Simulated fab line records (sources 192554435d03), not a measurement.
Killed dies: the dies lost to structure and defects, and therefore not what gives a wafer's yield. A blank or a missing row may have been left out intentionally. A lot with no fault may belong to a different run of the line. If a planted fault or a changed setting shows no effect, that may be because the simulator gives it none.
fab line records ; flow n5Finfet
[record] lots = 24; wafers = 72; lastDay = 20
route steps=1938 shown BEOL_M1@814
lots that met no fault: taken from a fault-free run of the same line
startH: the number of hours between the record's first day and the start of the first shown wafer of the lot ; waitH: hours elapsed since this lot's preceding step ; " same as the row above ; L1.1+2: one row covering several wafers at once ; - value missing, or start not given ; * or withheld: withheld ; < > ~ a bound
route shown NAME@n: names a module that has steps shown in the file, with the first one's number in the route ; usual: mean/standard deviation of fault-free wafers ; same: alike in all rows ; chamber/n: place in a boat ; sites: readings site by site ; _std_site: standard deviation across them ; _edge_site: outer sites' mean less inner sites' ; radiusMm: how far each site lies from the wafer's centre ; mask NAME#n: copy n ; behind: the tool/chamber that last shaped the wafer ; hold: the reason the lot was held/the length of the hold in hours/how it ended ; device: the n, p or np transistor that did not switch ; end of line: the tests these same wafers got at the end of their route ; a step given without rows: its recipe and nothing more ; killed: the dies lost at the first sort to structure and to defects; this is not the yield of the wafer ; map: dies across one wafer; x = killed, . = not, _ = none there
set.NAME: the setting as run; set.NAME@STEP: as run at that earlier step ; model.NAME: the simulator's own value behind a step, which no gauge read
a sample of lots followed through the steps of the route, with each step as a table and each wafer as a row
services: when a tool's chamber went out of use (startH, in hours from the record's first day, below 0 if earlier), for how many hours, and the reason
[[steps]]
[step N5_BEOL_M1_SPUTTER_48]
[recipe] material = Cu; targetThkA = 45; tempC = -20; chamberPressurePa = 0.07; powerW = withheld; timeS = 8.29
[usual] substrateTempC = -20.00/0.096; throttleValvePct = 30.6/0.82
[same] timeS = 8.29
lot.wafer;tool;chamber;startH;waitH;substrateTempC;throttleValvePct
L074.1;pvdSputter-03;-;124.45;0.1;-20.13;30.2
L074.3;pvdSputter-03;-;124.45;0.1;-20.12;30.3
L074.5;pvdSputter-03;-;124.45;0.1;-19.87;30.1
L075.1;pvdSputter-01;-;146.60;0.1;-20.02;31.3
L075.5;pvdSputter-01;-;146.60;0.1;-20.01;31.5
L075.6;pvdSputter-01;-;146.60;0.1;-20.01;31.6
L077.2;pvdSputter-02;-;153.67;0.7;-20.10;30.4
L077.5;pvdSputter-02;-;153.67;0.7;-20.01;30.1
L077.6;pvdSputter-02;-;153.67;0.7;-20.07;30.5
L076.1;pvdSputter-01;-;156.17;0.1;-19.91;29.0
L076.3;pvdSputter-01;-;156.17;0.1;-19.94;31.6
L076.4;pvdSputter-01;-;156.17;0.1;-20.11;31.5
L078.2;pvdSputter-02;-;173.84;0.1;-19.82;30.2
L078.3;pvdSputter-02;-;173.84;0.1;-19.98;29.5
L078.6;pvdSputter-02;-;173.84;0.1;-20.00;30.2
L079.1;pvdSputter-01;-;188.65;0.3;-19.97;31.6
L079.5;pvdSputter-01;-;188.65;0.3;-20.00;31.3
L079.6;pvdSputter-01;-;188.65;0.3;-19.98;31.1
L083.1;pvdSputter-02;-;216.77;0.1;-20.02;31.4
L083.4;pvdSputter-02;-;216.77;0.1;-19.91;30.4
L083.5;pvdSputter-02;-;216.77;0.1;-20.03;29.5
L081.4;pvdSputter-02;-;221.36;0.1;-19.94;30.4
L081.5;pvdSputter-02;-;221.36;0.1;-19.98;29.8
L081.6;pvdSputter-02;-;221.36;0.1;-19.95;30.6
L082.2;pvdSputter-02;-;225.06;0.1;-20.00;31.7
L082.3;pvdSputter-02;-;225.06;0.1;-19.95;30.2
L082.6;pvdSputter-02;-;225.06;0.1;-20.17;29.5
L084.1;pvdSputter-02;-;226.90;1.6;-19.84;30.3
L084.3;pvdSputter-02;-;226.90;1.6;-20.01;29.3
L084.5;pvdSputter-02;-;226.90;1.6;-20.17;29.3
L080.1;pvdSputter-01;-;230.09;0.1;-20.25;28.9
L080.4;pvdSputter-01;-;230.09;0.1;-19.95;31.4
L080.6;pvdSputter-01;-;230.09;0.1;-20.11;31.1
L086.3;pvdSputter-01;-;233.62;0.2;-19.97;31.5
L086.4;pvdSputter-01;-;233.62;0.2;-20.22;28.8
L086.5;pvdSputter-01;-;233.62;0.2;-20.08;31.3
L085.4;pvdSputter-01;-;235.46;1.6;-19.86;28.9
L085.5;pvdSputter-01;-;235.46;1.6;-19.75;31.4
L085.6;pvdSputter-01;-;235.46;1.6;-20.13;31.2
L087.2;pvdSputter-01;-;240.64;0.2;-19.86;31.4
L087.4;pvdSputter-01;-;240.64;0.2;-19.84;31.3
L087.6;pvdSputter-01;-;240.64;0.2;-19.88;31.2
L089.2;pvdSputter-02;-;240.87;0.2;-19.99;31.5
L089.3;pvdSputter-02;-;240.87;0.2;-19.99;30.4
L089.5;pvdSputter-02;-;240.87;0.2;-20.15;31.5
L088.3;pvdSputter-03;-;244.58;0.2;-19.97;29.9
L088.5;pvdSputter-03;-;244.58;0.2;-19.94;30.2
L088.6;pvdSputter-03;-;244.58;0.2;-20.08;30.4
L093.1;pvdSputter-01;-;255.12;0.1;-20.04;31.3
L093.2;pvdSputter-01;-;255.12;0.1;-20.18;29.1
L093.4;pvdSputter-01;-;255.12;0.1;-19.95;31.3
L090.1;pvdSputter-03;-;262.14;0.1;-20.01;30.2
L090.4;pvdSputter-03;-;262.14;0.1;-19.91;30.1
L090.6;pvdSputter-03;-;262.14;0.1;-20.12;30.4
L092.3;pvdSputter-02;-;265.38;0.1;-20.02;29.5
L092.5;pvdSputter-02;-;265.38;0.1;-20.00;30.3
L092.6;pvdSputter-02;-;265.38;0.1;-20.06;31.6
L091.1;pvdSputter-03;-;267.77;0.1;-20.00;30.6
L091.2;pvdSputter-03;-;267.77;0.1;-19.93;29.9
L091.6;pvdSputter-03;-;267.77;0.1;-19.96;29.8
L095.2;pvdSputter-01;-;273.12;0.1;-20.06;31.4
L095.5;pvdSputter-01;-;273.12;0.1;-19.95;31.1
L095.6;pvdSputter-01;-;273.12;0.1;-19.72;31.3
L094.2;pvdSputter-02;-;274.68;1.2;-19.99;30.4
L094.3;pvdSputter-02;-;274.68;1.2;-19.93;31.7
L094.6;pvdSputter-02;-;274.68;1.2;-20.09;30.5
L097.2;pvdSputter-01;-;275.73;0.1;-19.99;31.3
L097.3;pvdSputter-01;-;275.73;0.1;-19.77;31.6
L097.5;pvdSputter-01;-;275.73;0.1;-19.95;31.1
L096.1;pvdSputter-03;-;276.18;0.2;-20.04;29.9
L096.2;pvdSputter-03;-;276.18;0.2;-20.04;30.6
L096.4;pvdSputter-03;-;276.18;0.2;-20.10;29.9
[step N5_BEOL_M1_ANNEAL_49]
[recipe] tempC = 400; timeS = 240; ambient = vacuum
[usual] heaterPowerW = 803/110
[same] timeS = 240
lot.wafer;tool;chamber;startH;waitH;heaterPowerW
L074.1;pvdSputter-03;-;124.53;0.0;944
L074.3;pvdSputter-03;-;124.53;0.0;976
L074.5;pvdSputter-03;-;124.53;0.0;817
L075.1;pvdSputter-01;-;146.68;0.0;665
L075.5;pvdSputter-01;-;146.68;0.0;693
L075.6;pvdSputter-01;-;146.68;0.0;849
L077.2;pvdSputter-02;-;153.75;0.0;805
L077.5;pvdSputter-02;-;153.75;0.0;821
L077.6;pvdSputter-02;-;153.75;0.0;1000
L076.1;pvdSputter-01;-;156.25;0.0;829
L076.3;pvdSputter-01;-;156.25;0.0;840
L076.4;pvdSputter-01;-;156.25;0.0;666
L078.2;pvdSputter-02;-;173.92;0.0;1011
L078.3;pvdSputter-02;-;173.92;0.0;709
L078.6;pvdSputter-02;-;173.92;0.0;829
L079.1;pvdSputter-01;-;188.73;0.0;671
L079.5;pvdSputter-01;-;188.73;0.0;843
L079.6;pvdSputter-01;-;188.73;0.0;694
L083.1;pvdSputter-02;-;216.85;0.0;668
L083.4;pvdSputter-02;-;216.85;0.0;814
L083.5;pvdSputter-02;-;216.85;0.0;723
L081.4;pvdSputter-02;-;221.44;0.0;816
L081.5;pvdSputter-02;-;221.44;0.0;706
L081.6;pvdSputter-02;-;221.44;0.0;1001
L082.2;pvdSputter-02;-;225.14;0.0;680
L082.3;pvdSputter-02;-;225.14;0.0;820
L082.6;pvdSputter-02;-;225.14;0.0;699
L084.1;pvdSputter-02;-;226.98;0.0;816
L084.3;pvdSputter-02;-;226.98;0.0;696
L084.5;pvdSputter-02;-;226.98;0.0;714
L080.1;pvdSputter-01;-;230.18;0.0;829
L080.4;pvdSputter-01;-;230.18;0.0;719
L080.6;pvdSputter-01;-;230.18;0.0;715
L086.3;pvdSputter-01;-;233.70;0.0;721
L086.4;pvdSputter-01;-;233.70;0.0;852
L086.5;pvdSputter-01;-;233.70;0.0;695
L085.4;pvdSputter-01;-;235.54;0.0;850
L085.5;pvdSputter-01;-;235.54;0.0;679
L085.6;pvdSputter-01;-;235.54;0.0;844
L087.2;pvdSputter-01;-;240.72;0.0;714
L087.4;pvdSputter-01;-;240.72;0.0;825
L087.6;pvdSputter-01;-;240.72;0.0;705
L089.2;pvdSputter-02;-;240.95;0.0;675
L089.3;pvdSputter-02;-;240.95;0.0;830
L089.5;pvdSputter-02;-;240.95;0.0;683
L088.3;pvdSputter-03;-;244.66;0.0;795
L088.5;pvdSputter-03;-;244.66;0.0;792
L088.6;pvdSputter-03;-;244.66;0.0;932
L093.1;pvdSputter-01;-;255.20;0.0;710
L093.2;pvdSputter-01;-;255.20;0.0;854
L093.4;pvdSputter-01;-;255.20;0.0;836
L090.1;pvdSputter-03;-;262.22;0.0;971
L090.4;pvdSputter-03;-;262.22;0.0;772
L090.6;pvdSputter-03;-;262.22;0.0;946
L092.3;pvdSputter-02;-;265.46;0.0;712
L092.5;pvdSputter-02;-;265.46;0.0;793
L092.6;pvdSputter-02;-;265.46;0.0;666
L091.1;pvdSputter-03;-;267.85;0.0;935
L091.2;pvdSputter-03;-;267.85;0.0;771
L091.6;pvdSputter-03;-;267.85;0.0;836
L095.2;pvdSputter-01;-;273.20;0.0;714
L095.5;pvdSputter-01;-;273.20;0.0;705
L095.6;pvdSputter-01;-;273.20;0.0;825
L094.2;pvdSputter-02;-;274.76;0.0;799
L094.3;pvdSputter-02;-;274.76;0.0;682
L094.6;pvdSputter-02;-;274.76;0.0;1001
L097.2;pvdSputter-01;-;275.81;0.0;834
L097.3;pvdSputter-01;-;275.81;0.0;681
L097.5;pvdSputter-01;-;275.81;0.0;708
L096.1;pvdSputter-03;-;276.26;0.0;785
L096.2;pvdSputter-03;-;276.26;0.0;926
L096.4;pvdSputter-03;-;276.26;0.0;856
[step N5_BEOL_M1_SPUTTER_88]
[recipe] material = Cu; targetThkA = 45; tempC = -20; chamberPressurePa = 0.07; powerW = withheld; timeS = 8.29
[usual] substrateTempC = -20.01/0.11; throttleValvePct = 30.5/0.83
[same] timeS = 8.29
lot.wafer;tool;chamber;startH;waitH;substrateTempC;throttleValvePct
L074.1;pvdSputter-03;-;125.33;0.1;-19.91;30.4
L074.3;pvdSputter-03;-;125.33;0.1;-19.88;29.9
L074.5;pvdSputter-03;-;125.33;0.1;-19.69;29.7
L075.1;pvdSputter-01;-;147.48;0.1;-20.13;31.3
L075.5;pvdSputter-01;-;147.48;0.1;-20.16;31.4
L075.6;pvdSputter-01;-;147.48;0.1;-19.98;31.3
L077.2;pvdSputter-02;-;154.55;0.1;-20.11;30.4
L077.5;pvdSputter-02;-;154.55;0.1;-20.13;30.3
L077.6;pvdSputter-02;-;154.55;0.1;-19.88;30.4
L076.1;pvdSputter-01;-;157.05;0.1;-19.98;29.0
L076.3;pvdSputter-01;-;157.05;0.1;-20.01;31.3
L076.4;pvdSputter-01;-;157.05;0.1;-20.10;31.2
L078.2;pvdSputter-02;-;174.72;0.1;-20.25;30.3
L078.3;pvdSputter-02;-;174.72;0.1;-20.03;29.4
L078.6;pvdSputter-02;-;174.72;0.1;-20.14;30.5
L079.1;pvdSputter-01;-;189.53;0.1;-20.16;31.4
L079.5;pvdSputter-01;-;189.53;0.1;-20.04;31.3
L079.6;pvdSputter-01;-;189.53;0.1;-19.93;31.4
L083.1;pvdSputter-02;-;217.65;0.1;-19.91;31.5
L083.4;pvdSputter-02;-;217.65;0.1;-19.97;30.5
L083.5;pvdSputter-02;-;217.65;0.1;-19.95;29.6
L081.4;pvdSputter-02;-;222.24;0.1;-20.05;30.4
L081.5;pvdSputter-02;-;222.24;0.1;-20.13;29.7
L081.6;pvdSputter-02;-;222.24;0.1;-19.93;30.5
L082.2;pvdSputter-02;-;225.94;0.1;-19.95;31.6
L082.3;pvdSputter-02;-;225.94;0.1;-19.92;30.2
L082.6;pvdSputter-02;-;225.94;0.1;-19.95;29.4
L084.1;pvdSputter-02;-;227.78;0.1;-19.95;30.2
L084.3;pvdSputter-02;-;227.78;0.1;-19.98;29.4
L084.5;pvdSputter-02;-;227.78;0.1;-20.10;29.6
L080.1;pvdSputter-01;-;231.05;0.1;-20.14;29.1
L080.4;pvdSputter-01;-;231.05;0.1;-20.15;31.5
L080.6;pvdSputter-01;-;231.05;0.1;-20.08;31.3
L086.3;pvdSputter-01;-;234.50;0.1;-20.06;31.3
L086.4;pvdSputter-01;-;234.50;0.1;-20.03;29.3
L086.5;pvdSputter-01;-;234.50;0.1;-19.93;31.4
L085.4;pvdSputter-01;-;236.34;0.1;-19.99;28.8
L085.5;pvdSputter-01;-;236.34;0.1;-20.01;31.3
L085.6;pvdSputter-01;-;236.34;0.1;-19.88;31.2
L087.2;pvdSputter-01;-;241.52;0.1;-20.03;31.8
L087.4;pvdSputter-01;-;241.52;0.1;-19.96;31.2
L087.6;pvdSputter-01;-;241.52;0.1;-19.95;31.5
L089.2;pvdSputter-02;-;241.75;0.1;-20.22;31.5
L089.3;pvdSputter-02;-;241.75;0.1;-20.07;30.4
L089.5;pvdSputter-02;-;241.75;0.1;-20.10;31.5
L088.3;pvdSputter-03;-;245.46;0.1;-20.05;30.1
L088.5;pvdSputter-03;-;245.46;0.1;-20.09;30.0
L088.6;pvdSputter-03;-;245.46;0.1;-19.88;30.5
L093.1;pvdSputter-01;-;256.00;0.1;-19.93;31.4
L093.2;pvdSputter-01;-;256.00;0.1;-19.89;29.3
L093.4;pvdSputter-01;-;256.00;0.1;-19.92;31.2
L090.1;pvdSputter-03;-;263.02;0.1;-20.12;30.1
L090.4;pvdSputter-03;-;263.02;0.1;-19.90;29.8
L090.6;pvdSputter-03;-;263.02;0.1;-20.09;30.5
L092.3;pvdSputter-02;-;266.26;0.1;-20.08;29.6
L092.5;pvdSputter-02;-;266.26;0.1;-20.11;30.2
L092.6;pvdSputter-02;-;266.26;0.1;-19.77;31.5
L091.1;pvdSputter-03;-;268.65;0.1;-19.92;30.6
L091.2;pvdSputter-03;-;268.65;0.1;-19.91;30.3
L091.6;pvdSputter-03;-;268.65;0.1;-19.88;29.6
L095.2;pvdSputter-01;-;274.00;0.1;-19.89;31.3
L095.5;pvdSputter-01;-;274.00;0.1;-19.73;31.5
L095.6;pvdSputter-01;-;274.00;0.1;-20.11;30.9
L094.2;pvdSputter-02;-;275.56;0.1;-20.07;30.4
L094.3;pvdSputter-02;-;275.56;0.1;-19.86;31.6
L094.6;pvdSputter-02;-;275.56;0.1;-20.00;30.2
L097.2;pvdSputter-01;-;276.61;0.1;-19.97;31.3
L097.3;pvdSputter-01;-;276.61;0.1;-19.85;31.5
L097.5;pvdSputter-01;-;276.61;0.1;-20.12;31.6
L096.1;pvdSputter-03;-;277.06;0.1;-20.05;30.2
L096.2;pvdSputter-03;-;277.06;0.1;-20.10;30.5
L096.4;pvdSputter-03;-;277.06;0.1;-20.02;30.1
[step N5_BEOL_M1_SPUTTER_90]
[recipe] material = Cu; targetThkA = 45; tempC = -20; chamberPressurePa = 0.07; powerW = withheld; timeS = 8.29
[usual] substrateTempC = -19.98/0.1; throttleValvePct = 30.5/0.82
[same] timeS = 8.29
lot.wafer;tool;chamber;startH;waitH;substrateTempC;throttleValvePct
L074.1;pvdSputter-03;-;125.55;0.1;-20.06;30.6
L074.3;pvdSputter-03;-;125.55;0.1;-20.16;29.8
L074.5;pvdSputter-03;-;125.55;0.1;-19.89;29.8
L075.1;pvdSputter-01;-;147.70;0.1;-19.94;31.1
L075.5;pvdSputter-01;-;147.70;0.1;-20.02;31.6
L075.6;pvdSputter-01;-;147.70;0.1;-19.93;31.6
L077.2;pvdSputter-02;-;154.77;0.1;-19.91;30.2
L077.5;pvdSputter-02;-;154.77;0.1;-20.02;30.3
L077.6;pvdSputter-02;-;154.77;0.1;-20.10;30.1
L076.1;pvdSputter-01;-;157.27;0.1;-19.93;28.9
L076.3;pvdSputter-01;-;157.27;0.1;-19.86;31.3
L076.4;pvdSputter-01;-;157.27;0.1;-20.14;31.2
L078.2;pvdSputter-02;-;174.94;0.1;-19.86;30.5
L078.3;pvdSputter-02;-;174.94;0.1;-19.86;29.6
L078.6;pvdSputter-02;-;174.94;0.1;-19.88;30.0
L079.1;pvdSputter-01;-;189.75;0.1;-20.02;31.4
L079.5;pvdSputter-01;-;189.75;0.1;-20.05;31.1
L079.6;pvdSputter-01;-;189.75;0.1;-20.03;31.4
L083.1;pvdSputter-02;-;217.87;0.1;-20.03;31.6
L083.4;pvdSputter-02;-;217.87;0.1;-19.98;30.1
L083.5;pvdSputter-02;-;217.87;0.1;-20.07;29.6
L081.4;pvdSputter-02;-;222.46;0.1;-19.94;30.5
L081.5;pvdSputter-02;-;222.46;0.1;-19.90;29.3
L081.6;pvdSputter-02;-;222.46;0.1;-20.01;30.2
L082.2;pvdSputter-02;-;226.16;0.1;-19.99;31.5
L082.3;pvdSputter-02;-;226.16;0.1;-19.97;30.4
L082.6;pvdSputter-02;-;226.16;0.1;-20.18;29.4
L084.1;pvdSputter-02;-;228.00;0.1;-19.94;30.1
L084.3;pvdSputter-02;-;228.00;0.1;-20.15;29.6
L084.5;pvdSputter-02;-;228.00;0.1;-20.03;29.3
L080.1;pvdSputter-01;-;231.28;0.1;-19.94;29.1
L080.4;pvdSputter-01;-;231.28;0.1;-19.83;31.1
L080.6;pvdSputter-01;-;231.28;0.1;-19.94;31.1
L086.3;pvdSputter-01;-;234.72;0.1;-20.02;31.6
L086.4;pvdSputter-01;-;234.72;0.1;-19.94;29.1
L086.5;pvdSputter-01;-;234.72;0.1;-20.05;31.2
L085.4;pvdSputter-01;-;236.56;0.1;-20.09;29.0
L085.5;pvdSputter-01;-;236.56;0.1;-20.00;31.0
L085.6;pvdSputter-01;-;236.56;0.1;-20.09;30.8
L087.2;pvdSputter-01;-;241.74;0.1;-20.07;31.2
L087.4;pvdSputter-01;-;241.74;0.1;-20.04;31.5
L087.6;pvdSputter-01;-;241.74;0.1;-20.03;31.4
L089.2;pvdSputter-02;-;241.97;0.1;-19.96;31.7
L089.3;pvdSputter-02;-;241.97;0.1;-19.93;30.5
L089.5;pvdSputter-02;-;241.97;0.1;-20.03;31.4
L088.3;pvdSputter-03;-;245.68;0.1;-20.05;30.2
L088.5;pvdSputter-03;-;245.68;0.1;-19.94;29.7
L088.6;pvdSputter-03;-;245.68;0.1;-20.09;30.3
L093.1;pvdSputter-01;-;256.22;0.1;-19.91;31.4
L093.2;pvdSputter-01;-;256.22;0.1;-19.93;28.9
L093.4;pvdSputter-01;-;256.22;0.1;-19.95;31.4
L090.1;pvdSputter-03;-;263.24;0.1;-20.14;30.0
L090.4;pvdSputter-03;-;263.24;0.1;-19.96;29.9
L090.6;pvdSputter-03;-;263.24;0.1;-19.82;30.4
L092.3;pvdSputter-02;-;266.48;0.1;-20.05;29.3
L092.5;pvdSputter-02;-;266.48;0.1;-19.96;30.3
L092.6;pvdSputter-02;-;266.48;0.1;-19.90;31.4
L091.1;pvdSputter-03;-;268.87;0.1;-19.91;30.5
L091.2;pvdSputter-03;-;268.87;0.1;-19.68;29.8
L091.6;pvdSputter-03;-;268.87;0.1;-19.92;29.6
L095.2;pvdSputter-01;-;274.22;0.1;-20.06;31.6
L095.5;pvdSputter-01;-;274.22;0.1;-20.17;31.5
L095.6;pvdSputter-01;-;274.22;0.1;-20.11;31.2
L094.2;pvdSputter-02;-;275.78;0.1;-19.99;30.6
L094.3;pvdSputter-02;-;275.78;0.1;-20.04;31.6
L094.6;pvdSputter-02;-;275.78;0.1;-19.83;30.4
L097.2;pvdSputter-01;-;276.83;0.1;-19.86;31.3
L097.3;pvdSputter-01;-;276.83;0.1;-19.82;31.0
L097.5;pvdSputter-01;-;276.83;0.1;-19.81;31.1
L096.1;pvdSputter-03;-;277.28;0.1;-20.09;30.1
L096.2;pvdSputter-03;-;277.28;0.1;-20.13;30.8
L096.4;pvdSputter-03;-;277.28;0.1;-20.00;29.9
[step N5_BEOL_M1_ANNEAL_51]
[recipe] tempC = 225; timeS = 90; ambient = N2
[usual] wafer_temp_C_max = 226.4/0.38
[same] timeS = 90
lot.wafer;tool;chamber;startH;waitH;wafer_temp_C_max
L074.1;rtpAnneal-02;0;126.41;0.1;227.2
L074.3;rtpAnneal-02;0;126.41;0.1;226.9
L074.5;rtpAnneal-02;0;126.41;0.1;226.6
L075.1;rtpAnneal-01;0;148.56;0.1;226.4
L075.5;rtpAnneal-01;0;148.56;0.1;226.1
L075.6;rtpAnneal-01;0;148.56;0.1;226.1
L077.2;rtpAnneal-02;0;155.67;0.1;226.4
L077.5;rtpAnneal-02;0;155.67;0.1;226.4
L077.6;rtpAnneal-02;0;155.67;0.1;226.3
L076.1;rtpAnneal-02;0;158.13;0.1;226.8
L076.3;rtpAnneal-02;0;158.13;0.1;226.6
L076.4;rtpAnneal-02;0;158.13;0.1;226.3
L078.2;rtpAnneal-01;0;175.84;0.1;226.3
L078.3;rtpAnneal-01;0;175.84;0.1;226.3
L078.6;rtpAnneal-01;0;175.84;0.1;226.4
L079.1;rtpAnneal-02;0;190.60;0.1;226.4
L079.5;rtpAnneal-02;0;190.60;0.1;226.5
L079.6;rtpAnneal-02;0;190.60;0.1;226.4
L083.1;rtpAnneal-01;0;218.72;0.1;226.2
L083.4;rtpAnneal-01;0;218.72;0.1;225.8
L083.5;rtpAnneal-01;0;218.72;0.1;225.8
L081.4;rtpAnneal-01;0;223.59;0.3;226.2
L081.5;rtpAnneal-01;0;223.59;0.3;226.1
L081.6;rtpAnneal-01;0;223.59;0.3;226.3
L082.2;rtpAnneal-01;0;227.06;0.1;226.2
L082.3;rtpAnneal-01;0;227.06;0.1;226.1
L082.6;rtpAnneal-01;0;227.06;0.1;226.5
L084.1;rtpAnneal-02;0;228.86;0.1;226.0
L084.3;rtpAnneal-02;0;228.86;0.1;226.9
L084.5;rtpAnneal-02;0;228.86;0.1;226.6
L080.1;rtpAnneal-01;0;232.35;0.2;226.0
L080.4;rtpAnneal-01;0;232.35;0.2;225.9
L080.6;rtpAnneal-01;0;232.35;0.2;225.6
L086.3;rtpAnneal-01;0;235.66;0.1;226.5
L086.4;rtpAnneal-01;0;235.66;0.1;226.4
L086.5;rtpAnneal-01;0;235.66;0.1;226.2
L085.4;rtpAnneal-02;0;237.65;0.3;226.7
L085.5;rtpAnneal-02;0;237.65;0.3;226.4
L085.6;rtpAnneal-02;0;237.65;0.3;226.1
L087.2;rtpAnneal-01;0;242.64;0.1;226.2
L087.4;rtpAnneal-01;0;242.64;0.1;226.3
L087.6;rtpAnneal-01;0;242.64;0.1;226.2
L089.2;rtpAnneal-02;0;243.02;0.3;226.4
L089.3;rtpAnneal-02;0;243.02;0.3;227.4
L089.5;rtpAnneal-02;0;243.02;0.3;226.5
L088.3;rtpAnneal-01;0;246.62;0.1;226.0
L088.5;rtpAnneal-01;0;246.62;0.1;226.2
L088.6;rtpAnneal-01;0;246.62;0.1;225.9
L093.1;rtpAnneal-02;0;257.08;0.1;227.1
L093.2;rtpAnneal-02;0;257.08;0.1;226.1
L093.4;rtpAnneal-02;0;257.08;0.1;227.4
L090.1;rtpAnneal-02;0;264.09;0.1;226.6
L090.4;rtpAnneal-02;0;264.09;0.1;226.8
L090.6;rtpAnneal-02;0;264.09;0.1;227.0
L092.3;rtpAnneal-02;0;267.44;0.2;227.1
L092.5;rtpAnneal-02;0;267.44;0.2;226.1
L092.6;rtpAnneal-02;0;267.44;0.2;226.5
L091.1;rtpAnneal-01;0;270.71;0.1;226.1
L091.2;rtpAnneal-01;0;270.71;0.1;226.5
L091.6;rtpAnneal-01;0;270.71;0.1;226.6
L095.2;rtpAnneal-02;0;275.26;0.2;226.2
L095.5;rtpAnneal-02;0;275.26;0.2;226.7
L095.6;rtpAnneal-02;0;275.26;0.2;226.4
L094.2;rtpAnneal-02;0;276.68;0.1;226.4
L094.3;rtpAnneal-02;0;276.68;0.1;226.5
L094.6;rtpAnneal-02;0;276.68;0.1;226.6
L097.2;rtpAnneal-01;0;277.73;0.1;226.2
L097.3;rtpAnneal-01;0;277.73;0.1;226.4
L097.5;rtpAnneal-01;0;277.73;0.1;226.5
L096.1;rtpAnneal-01;0;278.14;0.1;226.4
L096.2;rtpAnneal-01;0;278.14;0.1;226.0
L096.4;rtpAnneal-01;0;278.14;0.1;226.3
[step N5_BEOL_M1_CO_CAP_55]
[recipe] material = Co; targetThkA = 20; tempC = 200; precursor = CCTBA/H2; pressureTorr = 30; timeS = 102.1
[usual] heaterPowerW = 222/13
[same] timeS = 102.1
lot.wafer;tool;chamber;startH;waitH;heaterPowerW;sinceWetCleanH
L074.1;cvdCo-02;2;127.10;0.0;222;428
L074.3;cvdCo-02;2;127.10;0.0;229;-
L074.5;cvdCo-02;0;127.10;0.0;215;-
L075.1;cvdCo-02;2;149.23;0.0;229;450
L075.5;cvdCo-02;2;149.23;0.0;233;-
L075.6;cvdCo-02;0;149.23;0.0;213;-
L077.2;cvdCo-02;1;156.32;0.0;231;20
L077.5;cvdCo-02;1;156.32;0.0;230;-
L077.6;cvdCo-02;0;156.32;0.0;213;-
L076.1;cvdCo-02;2;158.80;0.0;226;459
L076.3;cvdCo-02;0;158.80;0.0;215;919
L076.4;cvdCo-02;2;158.80;0.0;236;-
L078.2;cvdCo-02;2;176.46;0.0;226;477
L078.3;cvdCo-02;1;176.46;0.0;232;40
L078.6;cvdCo-02;2;176.46;0.0;234;-
L079.1;cvdCo-02;2;191.29;0.0;231;492
L079.5;cvdCo-02;0;191.29;0.0;215;-
L079.6;cvdCo-02;2;191.29;0.0;226;-
L083.1;cvdCo-02;2;219.40;0.0;234;520
L083.4;cvdCo-02;2;219.40;0.0;236;-
L083.5;cvdCo-02;0;219.40;0.0;215;-
L081.4;cvdCo-01;0;224.29;0.0;222;-
L081.5;cvdCo-01;2;224.29;0.0;229;-
L081.6;cvdCo-01;1;224.29;0.0;191;-
L082.2;cvdCo-01;0;227.68;0.0;219;769
L082.3;cvdCo-01;2;227.68;0.0;233;302
L082.6;cvdCo-01;0;227.68;0.0;223;-
L084.1;cvdCo-01;0;229.52;0.0;223;771
L084.3;cvdCo-01;1;229.52;0.0;193;1208
L084.5;cvdCo-01;1;229.52;0.0;194;-
L080.1;cvdCo-02;0;233.02;0.0;212;993
L080.4;cvdCo-02;0;233.02;0.0;210;-
L080.6;cvdCo-02;1;233.02;0.0;233;-
L086.3;cvdCo-02;0;236.24;0.0;209;996
L086.4;cvdCo-02;1;236.24;0.0;236;-
L086.5;cvdCo-02;0;236.24;0.0;210;-
L085.4;cvdCo-01;1;238.22;0.0;191;-
L085.5;cvdCo-01;0;238.22;0.0;217;-
L085.6;cvdCo-01;2;238.22;0.0;230;-
L087.2;cvdCo-02;2;243.26;0.0;230;544
L087.4;cvdCo-02;1;243.26;0.0;233;-
L087.6;cvdCo-02;2;243.26;0.0;230;-
L089.2;cvdCo-02;0;243.64;0.0;212;1004
L089.3;cvdCo-02;2;243.64;0.0;235;544
L089.5;cvdCo-02;2;243.64;0.0;229;-
L088.3;cvdCo-02;2;247.20;0.0;233;548
L088.5;cvdCo-02;0;247.20;0.0;208;-
L088.6;cvdCo-02;1;247.20;0.0;231;-
L093.1;cvdCo-01;2;257.75;0.0;226;332
L093.2;cvdCo-01;1;257.75;0.0;191;1236
L093.4;cvdCo-01;2;257.75;0.0;230;-
L090.1;cvdCo-02;0;266.44;0.0;218;1026
L090.4;cvdCo-02;0;266.44;0.0;215;-
L090.6;cvdCo-02;2;266.44;0.0;231;-
L092.3;cvdCo-02;1;268.02;0.0;235;131
L092.5;cvdCo-02;2;268.02;0.0;235;-
L092.6;cvdCo-02;0;268.02;0.0;210;-
L091.1;cvdCo-02;2;271.38;0.0;230;572
L091.2;cvdCo-02;1;271.38;0.0;238;135
L091.6;cvdCo-02;1;271.38;0.0;234;-
L095.2;cvdCo-02;2;275.89;0.0;235;577
L095.5;cvdCo-02;2;275.89;0.0;225;-
L095.6;cvdCo-02;1;275.89;0.0;232;-
L094.2;cvdCo-02;0;277.31;0.0;208;1037
L094.3;cvdCo-02;1;277.31;0.0;240;141
L094.6;cvdCo-02;2;277.31;0.0;227;-
L097.2;cvdCo-01;0;278.35;0.0;217;820
L097.3;cvdCo-01;2;278.35;0.0;232;352
L097.5;cvdCo-01;2;278.35;0.0;228;-
L096.1;cvdCo-01;2;278.81;0.0;229;353
L096.2;cvdCo-01;0;278.81;0.0;223;820
L096.4;cvdCo-01;2;278.81;0.0;233;-
[[services]]
tool;chamber;startH;hours;kind
cvdCo-02;1;114.67;-;clean
cvdCo-02;1;114.67;22.0;scheduledDown
cvdCo-02;1;114.67;22.0;ventCycle
pvdSputter-02;-;125.30;15.2;repair
pvdSputter-03;-;135.06;96.7;repair
cvdCo-02;1;186.95;5.5;repair
rtpAnneal-01;-;189.62;4.0;pm
cvdCo-01;-;261.70;14.6;pm
[[key]]
fault none
